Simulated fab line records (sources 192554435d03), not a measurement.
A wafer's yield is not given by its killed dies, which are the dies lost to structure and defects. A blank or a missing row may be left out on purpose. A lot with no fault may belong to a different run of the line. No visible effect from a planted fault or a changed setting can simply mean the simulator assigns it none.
Split-lot trial || flow n5-finfet || 7 lots, 21 wafers read, on a route of 1938 steps

SPLIT DETAILS
At N5_FIN_CUT_COAT_19 (time 60 s, resist thk 20 nm), the setting spin-rpm was moved away from the recipe's 1500 rpm on 10 of the 21 wafers read, by -8.7% to +10.7%. This setting was run at the recipe's value on the other wafers.

FROM THE SPLIT TO THE READING: what the file shows between them, 5 steps
- N5_FIN_CUT_COAT_29: time 60 s, resist thk 10 nm
- N5_FIN_CUT_COAT_02: resist thk 30 nm
- N5_FIN_CUT_DESCUM_13: chemistry O2, time 7 s
- N5_FIN_CUT_ETCH_30: etches underlayer in N2/H2, target depth 13 nm, time 10.4 s
- N5_FIN_CUT_ETCH_20: etches SiARC in CF4, target depth 26 nm, time 43.3 s

THE READING
SiARC_of_FIN_CUT_COAT_19.thk-nm (the simulator's own value, which no gauge read), in nm, at N5_FIN_CUT_ETCH_21 (etches SOC in N2/H2, target depth 219 nm, overetch 43.8 nm, time 523.5 s). There is no usual value for it anywhere in the file. Here, 11 wafers ran the recipe; their average is 12.0 nm with a standard deviation of 0.33 nm.

{"wafer": "L075.1", "tool, chamber at the split": "litho-track-04, 0", "spin-rpm as run, rpm": 1500, "against the recipe": "recipe", "SiARC_of_FIN_CUT_COAT_19.thk-nm, nm": 12, "against lot-mates on the recipe": "-"}
{"wafer": "L075.3", "tool, chamber at the split": "litho-track-04, 0", "spin-rpm as run, rpm": 1412, "against the recipe": "-5.9%", "SiARC_of_FIN_CUT_COAT_19.thk-nm, nm": 13, "against lot-mates on the recipe": "+1.0"}
{"wafer": "L075.5", "tool, chamber at the split": "litho-track-04, 0", "spin-rpm as run, rpm": 1412, "against the recipe": "-5.9%", "SiARC_of_FIN_CUT_COAT_19.thk-nm, nm": 12.6, "against lot-mates on the recipe": "+0.6"}
{"wafer": "L081.1", "tool, chamber at the split": "litho-track-03, 0", "spin-rpm as run, rpm": 1616, "against the recipe": "+7.7%", "SiARC_of_FIN_CUT_COAT_19.thk-nm, nm": 11.2, "against lot-mates on the recipe": -0.8}
{"wafer": "L081.2", "tool, chamber at the split": "litho-track-03, 0", "spin-rpm as run, rpm": 1616, "against the recipe": "+7.7%", "SiARC_of_FIN_CUT_COAT_19.thk-nm, nm": 11.4, "against lot-mates on the recipe": -0.6}
{"wafer": "L081.5", "tool, chamber at the split": "litho-track-03, 0", "spin-rpm as run, rpm": 1500, "against the recipe": "recipe", "SiARC_of_FIN_CUT_COAT_19.thk-nm, nm": 12, "against lot-mates on the recipe": "-"}
{"wafer": "L085.1", "tool, chamber at the split": "litho-track-03, 0", "spin-rpm as run, rpm": 1500, "against the recipe": "recipe", "SiARC_of_FIN_CUT_COAT_19.thk-nm, nm": 12.2, "against lot-mates on the recipe": "-"}
{"wafer": "L085.2", "tool, chamber at the split": "litho-track-03, 0", "spin-rpm as run, rpm": 1500, "against the recipe": "recipe", "SiARC_of_FIN_CUT_COAT_19.thk-nm, nm": 12, "against lot-mates on the recipe": "-"}
{"wafer": "L085.5", "tool, chamber at the split": "litho-track-03, 0", "spin-rpm as run, rpm": 1398, "against the recipe": "-6.8%", "SiARC_of_FIN_CUT_COAT_19.thk-nm, nm": 12.6, "against lot-mates on the recipe": "+0.5"}
{"wafer": "L086.2", "tool, chamber at the split": "litho-track-03, 0", "spin-rpm as run, rpm": 1500, "against the recipe": "recipe", "SiARC_of_FIN_CUT_COAT_19.thk-nm, nm": 11.6, "against lot-mates on the recipe": "-"}
{"wafer": "L086.3", "tool, chamber at the split": "litho-track-03, 0", "spin-rpm as run, rpm": 1500, "against the recipe": "recipe", "SiARC_of_FIN_CUT_COAT_19.thk-nm, nm": 12.2, "against lot-mates on the recipe": "-"}
{"wafer": "L086.5", "tool, chamber at the split": "litho-track-03, 0", "spin-rpm as run, rpm": 1500, "against the recipe": "recipe", "SiARC_of_FIN_CUT_COAT_19.thk-nm, nm": 11.4, "against lot-mates on the recipe": "-"}
{"wafer": "L090.1", "tool, chamber at the split": "litho-track-03, 0", "spin-rpm as run, rpm": 1433, "against the recipe": "-4.5%", "SiARC_of_FIN_CUT_COAT_19.thk-nm, nm": 12.6, "against lot-mates on the recipe": "no lot-mate on the recipe"}
{"wafer": "L090.3", "tool, chamber at the split": "litho-track-03, 0", "spin-rpm as run, rpm": 1433, "against the recipe": "-4.5%", "SiARC_of_FIN_CUT_COAT_19.thk-nm, nm": 12.4, "against lot-mates on the recipe": "no lot-mate on the recipe"}
{"wafer": "L090.5", "tool, chamber at the split": "litho-track-03, 0", "spin-rpm as run, rpm": 1433, "against the recipe": "-4.5%", "SiARC_of_FIN_CUT_COAT_19.thk-nm, nm": 12.4, "against lot-mates on the recipe": "no lot-mate on the recipe"}
{"wafer": "L093.2", "tool, chamber at the split": "litho-track-04, 0", "spin-rpm as run, rpm": 1500, "against the recipe": "recipe", "SiARC_of_FIN_CUT_COAT_19.thk-nm, nm": 12.4, "against lot-mates on the recipe": "-"}
{"wafer": "L093.4", "tool, chamber at the split": "litho-track-04, 0", "spin-rpm as run, rpm": 1500, "against the recipe": "recipe", "SiARC_of_FIN_CUT_COAT_19.thk-nm, nm": 11.8, "against lot-mates on the recipe": "-"}
{"wafer": "L093.6", "tool, chamber at the split": "litho-track-04, 0", "spin-rpm as run, rpm": 1370, "against the recipe": "-8.7%", "SiARC_of_FIN_CUT_COAT_19.thk-nm, nm": 13, "against lot-mates on the recipe": "+0.9"}
{"wafer": "L096.1", "tool, chamber at the split": "litho-track-03, 0", "spin-rpm as run, rpm": 1500, "against the recipe": "recipe", "SiARC_of_FIN_CUT_COAT_19.thk-nm, nm": 12.6, "against lot-mates on the recipe": "-"}
{"wafer": "L096.2", "tool, chamber at the split": "litho-track-03, 0", "spin-rpm as run, rpm": 1500, "against the recipe": "recipe", "SiARC_of_FIN_CUT_COAT_19.thk-nm, nm": 12.2, "against lot-mates on the recipe": "-"}
{"wafer": "L096.3", "tool, chamber at the split": "litho-track-03, 0", "spin-rpm as run, rpm": 1661, "against the recipe": "+10.7%", "SiARC_of_FIN_CUT_COAT_19.thk-nm, nm": 10.6, "against lot-mates on the recipe": -1.8}

FIT RESULTS
A straight line over all 21 wafers: SiARC_of_FIN_CUT_COAT_19.thk-nm changes by -0.111 nm for each +1% of spin-rpm; r = -0.89; the points scatter about the line by 0.28 nm.
The same after taking each lot's own level away (the mean of its wafers on the recipe; 18 wafers): -0.119 nm for each +1%; r = -0.91; scatter 0.28 nm.
That fit puts the effect of the largest move of spin-rpm on the reading at 1.3 nm.
The lots' own levels span 11.73 to 12.40 nm, that is 2.0 times the standard deviation above.
The two slopes are in agreement: the lot-to-lot level therefore moves the slope only a little.
Check: for one of the wafers moved furthest among these (+10.7%), held out of the fit, the line's prediction against its lot-mates is -1.05 nm. It came out at -1.8 nm against them.

THE WHOLE CHAIN: every reading that the file lists as answering this split, in the file's order
{"step": "N5_FIN_CUT_COAT_19", "what it does": "time 60 s, resist thk 20 nm", "reading": "SiARC_of_FIN_CUT_COAT_19.thk-nm (the simulator's own value, which no gauge read)", "change (the file's fit)": "-0.0951 nm for each +1% of the setting", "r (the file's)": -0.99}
{"step": "N5_FIN_CUT_ETCH_20", "what it does": "etches SiARC in CF4, target depth 26 nm, time 43.3 s", "reading": "etch.depth-nm (the simulator's own value, which no gauge read)", "change (the file's fit)": "-0.0971 nm for each +1% of the setting", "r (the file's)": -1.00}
{"step": "N5_FIN_CUT_ETCH_21", "what it does": "etches SOC in N2/H2, target depth 219 nm, overetch 43.8 nm, time 523.5 s", "reading": "SiARC_of_FIN_CUT_COAT_19.thk-nm (the simulator's own value, which no gauge read)", "change (the file's fit)": "-0.123 nm for each +1% of the setting", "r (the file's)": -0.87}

THE FILE'S OWN FIT
SiARC_of_FIN_CUT_COAT_19.thk-nm changes by -0.123 nm for each +1% of spin-rpm, r = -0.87.
